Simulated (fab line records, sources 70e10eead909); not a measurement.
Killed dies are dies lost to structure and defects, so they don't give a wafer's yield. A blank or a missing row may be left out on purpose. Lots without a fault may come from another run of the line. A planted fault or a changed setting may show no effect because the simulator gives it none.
A struck lot beside a sound one | flow nand_harc | 12 steps out of a route of 1302
Sound: wafers L973.2, L973.3, L973.4. Struck: wafer L961.5. (L961.1 of the same lot was not struck and is left out.) The cause comes at the end.
At each step with rows: each side's tool, then ch and its chambers, then its first start. Under that, the readings that differ: sound wafers | struck wafers | difference of the means | sigmas: that difference in standard deviations of wafers without a fault.
alike: readings whose means differ by less than 2 such deviations, and words and numbers that are the same on both sides. not compared: withheld readings, readings that some wafer has no value for, bounds like >300 that may hide the same value, and numbers for which the record gives no deviation and whose values overlap.
The two part at a step that has a row with sigmas, a row that says differs or no value, or rows on one side only. Numbers that don't overlap but have no deviation are shown without sigmas and don't part them. A reading that every wafer of one side lacks parts them only if that side has two wafers or more.

NHARC_A_CHANNEL_FILL_D1_ALD_25: deposits SiOx, target thk 60 nm, pulse time 10 s, ald cycles 600.
  sound on ald_hk-02 ch 0,2,3, day 18 01:42; struck on ald_hk-02 ch 2, day 13 16:08
  alike: heater_power_w, precursor_pulse_height_rel
  not compared: since_wet_clean_h
NHARC_A_CHANNEL_FILL_D1_ETCHBACK_08: etches the open film in C4F8, target depth 220 nm, time 110 s.
  sound on rie_diel-09 ch 1,2,3; struck on rie_diel-12 ch 0
  alike: oes_product_au, rf_vpp_V, run_length_s
  not compared: rf_hours_counter_h
NHARC_A_CHANNEL_FILL_D1_STRIP_29: strips in O2, time 20 s.
  sound on rie_diel-09 ch 0,2,3; struck on rie_diel-12 ch 1
  reading               | sound             | struck | difference | sigmas
  oes_product_au (a.u.) | 0.989 0.993 0.981 | 1.010  | +0.022     | +3
  rf_vpp_V (V)          | 57.7 58.5 57.6    | 59.8   | +1.9       | +2
  alike: drypump_motor_current_A, showerhead_plenum_p_Torr, throttle_valve_pct
  not compared: rf_hours_counter_h
then, 3 steps without rows for these wafers: NHARC_A_CHANNEL_FILL_D1_PRECLEAN_30 (cleans in dHF, time 30 s); NHARC_A_CHANNEL_FILL_D1_SRD_31; NHARC_A_CHANNEL_FILL_D1_CVD_09 (deposits poly-Si, target thk 150 nm, time 3000 s).
NHARC_A_CHANNEL_FILL_D1_CMP_10: polishes, target thk 150 nm.
  sound on cmp-04 ch 0,2,3, day 18 12:31; struck on cmp-03 ch 1, day 14 01:34
  alike: motor_current_A, time_to_endpoint_s
then, 1 step without rows for these wafers: NHARC_A_CHANNEL_FILL_D1_SRD_12.
NHARC_A_CHANNEL_FILL_D1_INSPECT_13:
  sound on defect_inspect-02, day 18 12:55; struck on defect_inspect-01, day 14 01:58
  alike: raw_defect_count
NHARC_A_DECK1_JOINT_ETCHBACK_07: etches the open film in HBr, target depth 105 nm, time 26.9 s.
  sound on rie_si-05 ch 0,1,2, day 18 12:59; struck on rie_si-01 ch 1, day 14 02:03
  reading          | sound          | struck | difference | sigmas
  run_length_s (s) | 48.0 48.2 47.9 | 39.5   | -8.5       | -18
  alike: drypump_motor_current_A, oes_product_au, throttle_valve_pct
  not compared: bias_w, rf_hours_counter_h
then, 2 steps without rows for these wafers: NHARC_A_DECK1_JOINT_ETCH_25 (etches SiO2 in dHF, target depth 0.5 nm); NHARC_END_SORT_01.

WHERE THEY PART
First at NHARC_A_CHANNEL_FILL_D1_STRIP_29; last, within this record, at NHARC_A_DECK1_JOINT_ETCHBACK_07.

WHY: what the simulator had put in
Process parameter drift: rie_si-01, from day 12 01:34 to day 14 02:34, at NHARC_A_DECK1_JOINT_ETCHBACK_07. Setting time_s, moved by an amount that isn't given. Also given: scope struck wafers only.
